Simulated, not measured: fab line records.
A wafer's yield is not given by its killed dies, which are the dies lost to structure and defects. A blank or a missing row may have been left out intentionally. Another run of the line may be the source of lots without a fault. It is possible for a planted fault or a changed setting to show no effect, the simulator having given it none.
Matching of chambers	flow nandHarc	rieDiel-10 running NHARC_P_M2_DESCUM_14: 4 sister chambers
The step chemistry O2, time 3 s. 4 wafers are shown with their chamber, then 7 later ones without.

## WAFERS PAIRED WITH THEIR CHAMBERS
wafer	chamber	showerheadPlenumPTorr (Torr)
L078.3	1	1.96
L079.5	2	2.03
L081.2	0	1.79
L081.4	3	1.80

## WAFERS WITHOUT THEIR CHAMBER
wafer	showerheadPlenumPTorr (Torr)
L081.5	1.80
L090.4	1.80
L090.5	1.78
L090.6	1.80
L093.3	2.03
L093.4	1.78
L093.6	2.03

## CHAMBER TAKEN BY EACH
wafer	from the rows above	in truth
L081.5	can't be placed: 3 or 0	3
L090.4	can't be placed: 3 or 0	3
L090.5	can't be placed: 0 or 3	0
L090.6	can't be placed: 3 or 0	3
L093.3	2	2
L093.4	can't be placed: 0 or 3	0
L093.6	2	2
Correctly placed: 2 of 7. Not placeable from these rows: 5 (in 5, the candidates include the true chamber). Placed wrongly: 0.
How it was worked out, from the rows above alone: a wafer's distance from a chamber is the root of the sum, over the readings, of the square of ((its reading less the chamber's mean) divided by the reading's scatter). If the next closest chamber is less than 2 further off than the closest, the wafer can't be placed; otherwise it belongs to the closest. Each chamber's mean is taken over the wafers shown for it. The scatter (one wafer shown for each chamber): square how far every hidden wafer sits from the nearest shown wafer, average those squares and take the square root.
